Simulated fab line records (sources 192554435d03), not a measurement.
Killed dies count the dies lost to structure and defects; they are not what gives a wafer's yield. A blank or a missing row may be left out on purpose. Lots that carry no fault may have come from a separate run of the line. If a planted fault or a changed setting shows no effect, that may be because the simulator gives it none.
Chamber matching | flow n5Finfet | pecvd-01 running N5_BEOL_M1_DEP_57: 3 sister chambers
The step deposits SiCN from 3MS/NH3, target thk 8 nm, time 14 s. 6 wafers are shown with their chamber, then 9 later ones without.

== WAFERS WITH THEIR CHAMBER ==
wafer  | chamber | throttleValvePct (%) | showerheadPlenumPTorr (Torr)
L083.1 | 0       | 8.6                  | 3.662
L083.5 | 0       | 8.9                  | 3.651
L085.6 | 1       | 10.2                 | 3.680
L087.2 | 2       | 8.8                  | 3.663
L087.3 | 1       | 10.3                 | 3.674
L087.4 | 2       | 8.9                  | 3.655

== WAFERS WITHOUT THEIR CHAMBER ==
wafer  | throttleValvePct (%) | showerheadPlenumPTorr (Torr)
L090.1 | 10.1                 | 3.669
L090.2 | 8.9                  | 3.663
L090.4 | 10.3                 | 3.676
L091.2 | 8.8                  | 3.672
L091.4 | 10.3                 | 3.666
L091.5 | 10.4                 | 3.679
L095.3 | 10.2                 | 3.675
L095.4 | 9.2                  | 3.671
L095.5 | 8.5                  | 3.658

== WHICH CHAMBER EACH WENT THROUGH ==
wafer  | from the rows above     | in truth
L090.1 | 1                       | 1
L090.2 | can't be placed: 2 or 0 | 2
L090.4 | 1                       | 1
L091.2 | can't be placed: 2 or 0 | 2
L091.4 | 1                       | 1
L091.5 | 1                       | 1
L095.3 | 1                       | 1
L095.4 | can't be placed: 2 or 0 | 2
L095.5 | can't be placed: 0 or 2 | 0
5 of 9 placed correctly. Can't be placed from these rows: 4 (the true chamber is among the candidates in 4). 0 placed wrongly.
How it was worked out, from the rows above alone: a wafer's distance from a chamber is the root of the sum, over the readings, of the square of ((its reading less the chamber's mean) divided by the reading's scatter). If the next closest chamber is less than 2 further off than the closest, the wafer can't be placed; otherwise it belongs to the closest. The mean given for a chamber averages the wafers shown for that chamber. The scatter is the square root of a quotient: the sum, over the shown wafers, of each reading's squared deviation from its chamber's mean, divided by wafers minus chambers.
